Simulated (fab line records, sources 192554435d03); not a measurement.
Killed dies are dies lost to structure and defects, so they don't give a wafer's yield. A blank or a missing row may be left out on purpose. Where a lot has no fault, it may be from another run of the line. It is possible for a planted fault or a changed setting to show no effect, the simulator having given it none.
The tool behind it: which one? || flow n5Finfet || 12 lots (36 wafers sampled), 1 step of a 1938-step route

WHAT THE GAUGES SHOWED, per wafer
N5_BEOL_M12_CD_MEAS_17: target cd 140 nm.
{"lot": "L076", "measured": "day 10 16:20", "on": "cdSem-03", "cdNm (nm)": "137.9 139.6 141.7"}
{"lot": "L078", "measured": "day 11 15:26", "on": "cdSem-02", "cdNm (nm)": "139.5 138.4 136.7"}
{"lot": "L079", "measured": "day 12 00:46", "on": "cdSem-01", "cdNm (nm)": "135.8 142.0 137.3"}
{"lot": "L083", "measured": "day 12 19:16", "on": "cdSem-01", "cdNm (nm)": "140.6 141.1 137.3"}
{"lot": "L082", "measured": "day 12 20:15", "on": "cdSem-01", "cdNm (nm)": "142.0 141.1 141.6"}
{"lot": "L084", "measured": "day 13 12:16", "on": "cdSem-02", "cdNm (nm)": "140.1 142.4 140.3"}
{"lot": "L088", "measured": "day 14 00:32", "on": "cdSem-02", "cdNm (nm)": "140.6 143.0 140.0"}
{"lot": "L090", "measured": "day 14 15:07", "on": "cdSem-02", "cdNm (nm)": "144.0 140.7 143.9"}
{"lot": "L089", "measured": "day 14 17:38", "on": "cdSem-02", "cdNm (nm)": "136.8 136.6 139.2"}
{"lot": "L094", "measured": "day 15 13:58", "on": "cdSem-02", "cdNm (nm)": "139.9 142.5 145.5"}
{"lot": "L093", "measured": "day 15 17:47", "on": "cdSem-01", "cdNm (nm)": "137.4 138.0 139.3"}
{"lot": "L096", "measured": "day 16 10:09", "on": "cdSem-02", "cdNm (nm)": "143.3 141.3 139.5"}

EACH LOT AND THE TOOL THAT RAN IT (in order: tool; ch and the chambers of the sampled wafers; start)
No process step before these readings appears in the record.

THE ANSWER, worked out from the rows above alone
Rule: what is usual is taken from the lots themselves. Put in order of their means at a reading, lots are off if they are a third of the lots or fewer, leave a main group of 4 or more, and stand apart from it by a gap of 3 or more times the standard deviation of the main group's means; of several such gaps the widest counts. A main group whose means are all the same, to the digits that the tables above print for the reading, isn't used. A lot without any number at a reading at which 4 lots or more have one is off too. Any other lot the step has rows for is counted as sound.
No lot is off on any of the readings shown, so nothing can be concluded from this.

WHAT THE SIMULATOR HAD INSERTED
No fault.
